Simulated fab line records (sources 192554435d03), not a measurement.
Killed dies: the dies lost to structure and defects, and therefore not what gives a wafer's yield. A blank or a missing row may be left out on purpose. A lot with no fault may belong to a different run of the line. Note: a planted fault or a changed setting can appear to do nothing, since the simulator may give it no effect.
8D (eight disciplines) problem report, filled in by code :: flow n5-finfet :: the parts of the form that need people (team, actions taken, sign-off) are left out

== 1. PROBLEM STATEMENT ==
Wafers without a fault read 1499.9 rpm, standard deviation 0.99; spin-speed-rpm at N5_BEOL_M8_COAT_60 reads a mean of 1597.1 rpm on 6 wafers belonging to 2 lots. Measured from the usual mean, that is +98 standard deviations.
The step: time 60 s, resist thk 35 nm.
The first sign was on wafer L323.2 at day 13 01:49, on litho-track-05. The record has a number at this step for 35 wafers belonging to 12 lots. By rule, "out" or "out of limits" means more than 4 standard deviations away from the usual mean. The rest of the wafers with a number are treated as sound.

== 2. WHAT THIS IS AND IS NOT ==
question: which readings at this step
is: spin-speed-rpm
is not: plate-temp-C

question: which lots
is: L323, L324
is not: L307, L308, L310, L311, L312, L313, L315, L318, L319, L321

question: which wafers of those lots
is: all that have a number
is not: -

question: read on which tools
is: litho-track-05
is not: litho-track-02, litho-track-03

question: when
is: from day 13 01:49
is not: up to then (26 sound wafers); but 3 sound wafers of L321 came after

== 3. SUSPECTS, AND WHAT RULES EACH OUT ==
Counting: a tool at any process step up to the reading remains a suspect when it ran all the lots that are out and ran no sound lot after the first of those.
- ald-metal-03 at N5_BEOL_M7_ALD_77 (deposits TaN, target thk 2 nm, pulse time 2 s, purge time 3 s): kept. It processed each lot that is out, first L323 at day 12 21:32, and no sound lot thereafter; up to then, the last sound lot it processed was L315 at day 10 16:50.
- litho-track-05 at N5_BEOL_M8_COAT_60 (time 60 s, resist thk 35 nm): kept. It processed each lot that is out, first L323 at day 13 01:49, and no sound lot thereafter; up to then, the last sound lot it processed was L318 at day 11 23:44. Out on those wafers are its own readings of spin-speed-rpm.
Remaining after the count are ald-metal-03 at N5_BEOL_M7_ALD_77 and litho-track-05 at N5_BEOL_M8_COAT_60.

== 4. THE CAUSE (what the simulator had put in) ==
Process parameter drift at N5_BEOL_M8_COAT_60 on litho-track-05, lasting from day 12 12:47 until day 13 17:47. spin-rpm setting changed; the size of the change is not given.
Counting left 2 suspects, and this tool is among them.

== 5. THE EFFECT CHAIN, in route order ==
Rows list readings where the struck wafers' mean (over those with a number) sits beyond 3 standard deviations from the usual. Readings are gone through only where the record gives a usual standard deviation; hours: the median, over the lots, of the time from a lot's start at the first step in this table giving one to that lot's start at this step; sigmas: the change measured in usual standard deviations.
hours: 0
step: N5_BEOL_M8_COAT_60
reading: spin-speed-rpm
usual: 1499.9 rpm
on struck wafers: 1597.1
change: +97.2
sigmas: +98
Its process steps:
- N5_BEOL_M8_COAT_60: time 60 s, resist thk 35 nm.

== 6. WHAT WOULD HAVE CAUGHT IT SOONER ==
In this record the first reading out of limits was taken at day 13 01:49, 13 hours after the fault began at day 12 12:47.
